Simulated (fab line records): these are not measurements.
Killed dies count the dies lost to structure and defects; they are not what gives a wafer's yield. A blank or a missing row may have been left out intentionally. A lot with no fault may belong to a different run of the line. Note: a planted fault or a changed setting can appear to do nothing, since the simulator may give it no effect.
Split-lot study :: flow n5 finfet :: 7 lots, 39 wafers read, on a route of 1938 steps

## THE SPLIT
At N5_DUMMY_GATE_ETCH_31 (etches SiO2 in C4F6/O2, target depth 82.5 nm, time 27.5 s), the setting target depth a was moved away from the recipe's 825 angstrom on 15 of the 39 wafers read, by -11.1% to +9.4%. The other wafers ran this setting at the recipe's value.

The reading is taken at the split's own step.

## THE READING
SOC_of_DUMMY_GATE_COAT_34.thk nm (the simulator's own value, which no gauge read), in nm, at N5_DUMMY_GATE_ETCH_31 (etches SiO2 in C4F6/O2, target depth 82.5 nm, time 27.5 s). No usual value for it is given in the file. Here, 24 wafers ran the recipe; their average is 51.9 nm with a standard deviation of 0.27 nm.

wafer: L078.1
tool, chamber at the split: rie diel-06, 1
target depth a as run, angstrom: 825
against the recipe: recipe
SOC_of_DUMMY_GATE_COAT_34.thk nm, nm: 51.6
against lot-mates on the recipe: -

wafer: L078.2
tool, chamber at the split: rie diel-06, 2
target depth a as run, angstrom: 869.3
against the recipe: +5.4%
SOC_of_DUMMY_GATE_COAT_34.thk nm, nm: 51
against lot-mates on the recipe: -0.6

wafer: L078.3
tool, chamber at the split: rie diel-06, 3
target depth a as run, angstrom: 869.3
against the recipe: +5.4%
SOC_of_DUMMY_GATE_COAT_34.thk nm, nm: 51.4
against lot-mates on the recipe: -0.2

wafer: L078.4
tool, chamber at the split: rie diel-06, 1
target depth a as run, angstrom: 825
against the recipe: recipe
SOC_of_DUMMY_GATE_COAT_34.thk nm, nm: 51.6
against lot-mates on the recipe: -

wafer: L078.5
tool, chamber at the split: rie diel-06, 3
target depth a as run, angstrom: 869.3
against the recipe: +5.4%
SOC_of_DUMMY_GATE_COAT_34.thk nm, nm: 51.6
against lot-mates on the recipe: +0.0

wafer: L078.6
tool, chamber at the split: rie diel-06, 2
target depth a as run, angstrom: 825
against the recipe: recipe
SOC_of_DUMMY_GATE_COAT_34.thk nm, nm: 51.6
against lot-mates on the recipe: -

wafer: L082.1
tool, chamber at the split: rie diel-06, 3
target depth a as run, angstrom: 825
against the recipe: recipe
SOC_of_DUMMY_GATE_COAT_34.thk nm, nm: 52
against lot-mates on the recipe: -

wafer: L082.2
tool, chamber at the split: rie diel-06, 0
target depth a as run, angstrom: 734.8
against the recipe: -10.9%
SOC_of_DUMMY_GATE_COAT_34.thk nm, nm: 53
against lot-mates on the recipe: +1.2

wafer: L082.3
tool, chamber at the split: rie diel-06, 1
target depth a as run, angstrom: 825
against the recipe: recipe
SOC_of_DUMMY_GATE_COAT_34.thk nm, nm: 51.8
against lot-mates on the recipe: -

wafer: L082.4
tool, chamber at the split: rie diel-06, 2
target depth a as run, angstrom: 825
against the recipe: recipe
SOC_of_DUMMY_GATE_COAT_34.thk nm, nm: 51.6
against lot-mates on the recipe: -

wafer: L082.5
tool, chamber at the split: rie diel-06, 1
target depth a as run, angstrom: 734.8
against the recipe: -10.9%
SOC_of_DUMMY_GATE_COAT_34.thk nm, nm: 52.6
against lot-mates on the recipe: +0.8

wafer: L082.6
tool, chamber at the split: rie diel-06, 0
target depth a as run, angstrom: 734.8
against the recipe: -10.9%
SOC_of_DUMMY_GATE_COAT_34.thk nm, nm: 52.6
against lot-mates on the recipe: +0.8

wafer: L083.1
tool, chamber at the split: rie diel-04, 3
target depth a as run, angstrom: 825
against the recipe: recipe
SOC_of_DUMMY_GATE_COAT_34.thk nm, nm: 52
against lot-mates on the recipe: -

wafer: L083.2
tool, chamber at the split: rie diel-04, 1
target depth a as run, angstrom: 825
against the recipe: recipe
SOC_of_DUMMY_GATE_COAT_34.thk nm, nm: 52
against lot-mates on the recipe: -

wafer: L083.3
tool, chamber at the split: rie diel-04, 2
target depth a as run, angstrom: 825
against the recipe: recipe
SOC_of_DUMMY_GATE_COAT_34.thk nm, nm: 52.4
against lot-mates on the recipe: -

wafer: L083.4
tool, chamber at the split: rie diel-04, 2
target depth a as run, angstrom: 825
against the recipe: recipe
SOC_of_DUMMY_GATE_COAT_34.thk nm, nm: 52.6
against lot-mates on the recipe: -

wafer: L083.5
tool, chamber at the split: rie diel-04, 1
target depth a as run, angstrom: 825
against the recipe: recipe
SOC_of_DUMMY_GATE_COAT_34.thk nm, nm: 52.2
against lot-mates on the recipe: -

wafer: L083.6
tool, chamber at the split: rie diel-04, 3
target depth a as run, angstrom: 825
against the recipe: recipe
SOC_of_DUMMY_GATE_COAT_34.thk nm, nm: 52.2
against lot-mates on the recipe: -

wafer: L092.1
tool, chamber at the split: rie diel-04, 0
target depth a as run, angstrom: 825
against the recipe: recipe
SOC_of_DUMMY_GATE_COAT_34.thk nm, nm: 51.6
against lot-mates on the recipe: -

wafer: L092.2
tool, chamber at the split: rie diel-04, 1
target depth a as run, angstrom: 902.6
against the recipe: +9.4%
SOC_of_DUMMY_GATE_COAT_34.thk nm, nm: 51
against lot-mates on the recipe: -0.7

wafer: L092.3
tool, chamber at the split: rie diel-04, 2
target depth a as run, angstrom: 902.6
against the recipe: +9.4%
SOC_of_DUMMY_GATE_COAT_34.thk nm, nm: 51.2
against lot-mates on the recipe: -0.5

wafer: L092.4
tool, chamber at the split: rie diel-04, 2
target depth a as run, angstrom: 825
against the recipe: recipe
SOC_of_DUMMY_GATE_COAT_34.thk nm, nm: 51.8
against lot-mates on the recipe: -

wafer: L092.5
tool, chamber at the split: rie diel-04, 0
target depth a as run, angstrom: 902.6
against the recipe: +9.4%
SOC_of_DUMMY_GATE_COAT_34.thk nm, nm: 51
against lot-mates on the recipe: -0.7

wafer: L092.6
tool, chamber at the split: rie diel-04, 1
target depth a as run, angstrom: 825
against the recipe: recipe
SOC_of_DUMMY_GATE_COAT_34.thk nm, nm: 51.8
against lot-mates on the recipe: -

wafer: L093.1
tool, chamber at the split: rie diel-06, 1
target depth a as run, angstrom: 885.5
against the recipe: +7.3%
SOC_of_DUMMY_GATE_COAT_34.thk nm, nm: 51.2
against lot-mates on the recipe: -0.5

wafer: L093.2
tool, chamber at the split: rie diel-06, 0
target depth a as run, angstrom: 825
against the recipe: recipe
SOC_of_DUMMY_GATE_COAT_34.thk nm, nm: 51.8
against lot-mates on the recipe: -

wafer: L093.3
tool, chamber at the split: rie diel-06, 2
target depth a as run, angstrom: 885.5
against the recipe: +7.3%
SOC_of_DUMMY_GATE_COAT_34.thk nm, nm: 51.2
against lot-mates on the recipe: -0.5

wafer: L093.4
tool, chamber at the split: rie diel-06, 3
target depth a as run, angstrom: 885.5
against the recipe: +7.3%
SOC_of_DUMMY_GATE_COAT_34.thk nm, nm: 51.2
against lot-mates on the recipe: -0.5

wafer: L093.5
tool, chamber at the split: rie diel-06, 0
target depth a as run, angstrom: 825
against the recipe: recipe
SOC_of_DUMMY_GATE_COAT_34.thk nm, nm: 51.6
against lot-mates on the recipe: -

wafer: L093.6
tool, chamber at the split: rie diel-06, 3
target depth a as run, angstrom: 825
against the recipe: recipe
SOC_of_DUMMY_GATE_COAT_34.thk nm, nm: 51.8
against lot-mates on the recipe: -

wafer: L095.3
tool, chamber at the split: rie diel-04, 2
target depth a as run, angstrom: 825
against the recipe: recipe
SOC_of_DUMMY_GATE_COAT_34.thk nm, nm: 52
against lot-mates on the recipe: -

wafer: L095.4
tool, chamber at the split: rie diel-04, 0
target depth a as run, angstrom: 825
against the recipe: recipe
SOC_of_DUMMY_GATE_COAT_34.thk nm, nm: 51.4
against lot-mates on the recipe: -

wafer: L095.5
tool, chamber at the split: rie diel-04, 2
target depth a as run, angstrom: 825
against the recipe: recipe
SOC_of_DUMMY_GATE_COAT_34.thk nm, nm: 51.8
against lot-mates on the recipe: -

wafer: L097.1
tool, chamber at the split: rie diel-04, 1
target depth a as run, angstrom: 733.2
against the recipe: -11.1%
SOC_of_DUMMY_GATE_COAT_34.thk nm, nm: 52.8
against lot-mates on the recipe: +1.0

wafer: L097.2
tool, chamber at the split: rie diel-04, 2
target depth a as run, angstrom: 825
against the recipe: recipe
SOC_of_DUMMY_GATE_COAT_34.thk nm, nm: 51.8
against lot-mates on the recipe: -

wafer: L097.3
tool, chamber at the split: rie diel-04, 0
target depth a as run, angstrom: 825
against the recipe: recipe
SOC_of_DUMMY_GATE_COAT_34.thk nm, nm: 51.8
against lot-mates on the recipe: -

wafer: L097.4
tool, chamber at the split: rie diel-04, 3
target depth a as run, angstrom: 733.2
against the recipe: -11.1%
SOC_of_DUMMY_GATE_COAT_34.thk nm, nm: 52.4
against lot-mates on the recipe: +0.6

wafer: L097.5
tool, chamber at the split: rie diel-04, 2
target depth a as run, angstrom: 733.2
against the recipe: -11.1%
SOC_of_DUMMY_GATE_COAT_34.thk nm, nm: 53
against lot-mates on the recipe: +1.2

wafer: L097.6
tool, chamber at the split: rie diel-04, 1
target depth a as run, angstrom: 825
against the recipe: recipe
SOC_of_DUMMY_GATE_COAT_34.thk nm, nm: 51.8
against lot-mates on the recipe: -

FIT RESULTS
A straight line over all 39 wafers: SOC_of_DUMMY_GATE_COAT_34.thk nm changes by -0.083 nm for each +1% of target depth a; r = -0.89; the points scatter about the line by 0.25 nm.
The same after taking each lot's own level away (the mean of its wafers on the recipe; 39 wafers): -0.0777 nm for each +1%; r = -0.93; scatter 0.18 nm.
According to that fit, moving target depth a by its largest amount changes the reading by 0.86 nm.
The span of the lots' own levels, 51.60 to 52.23 nm, comes to 2.3 times the standard deviation stated above.
The two slopes are in agreement: the lot-to-lot level therefore moves the slope only a little.
Check: with one of the wafers moved furthest among these (-11.1%) left out of the fit, the line predicts +0.881 nm for it against its lot-mates. Against them it came out at +1 nm.

## OTHER SPLITS APPLIED TO THESE WAFERS
Before the reading, these wafers also passed through other splits. Each is held against what the fit with the lots' levels taken away leaves over:
other split on the same wafers: N5_WELL_APT_IMPLANT_15 energy kev
wafers away from the commonest value: 15
r with SOC_of_DUMMY_GATE_COAT_34.thk nm (lot level and that fit taken away): -0.04

## THE WHOLE CHAIN: every reading that the file lists as answering this split, in the file's order
step: N5_DUMMY_GATE_ETCH_31
what it does: etches SiO2 in C4F6/O2, target depth 82.5 nm, time 27.5 s
reading: etch.depth nm (the simulator's own value, which no gauge read)
change (the file's fit): +0.836 nm for each +1% of the setting
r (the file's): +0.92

step: N5_DUMMY_GATE_ETCH_31
what it does: etches SiO2 in C4F6/O2, target depth 82.5 nm, time 27.5 s
reading: SOC_of_DUMMY_GATE_COAT_34.thk nm (the simulator's own value, which no gauge read)
change (the file's fit): -0.0777 nm for each +1% of the setting
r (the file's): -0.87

## THE FILE'S OWN FIT
SOC_of_DUMMY_GATE_COAT_34.thk nm changes by -0.0777 nm for each +1% of target depth a, r = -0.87.
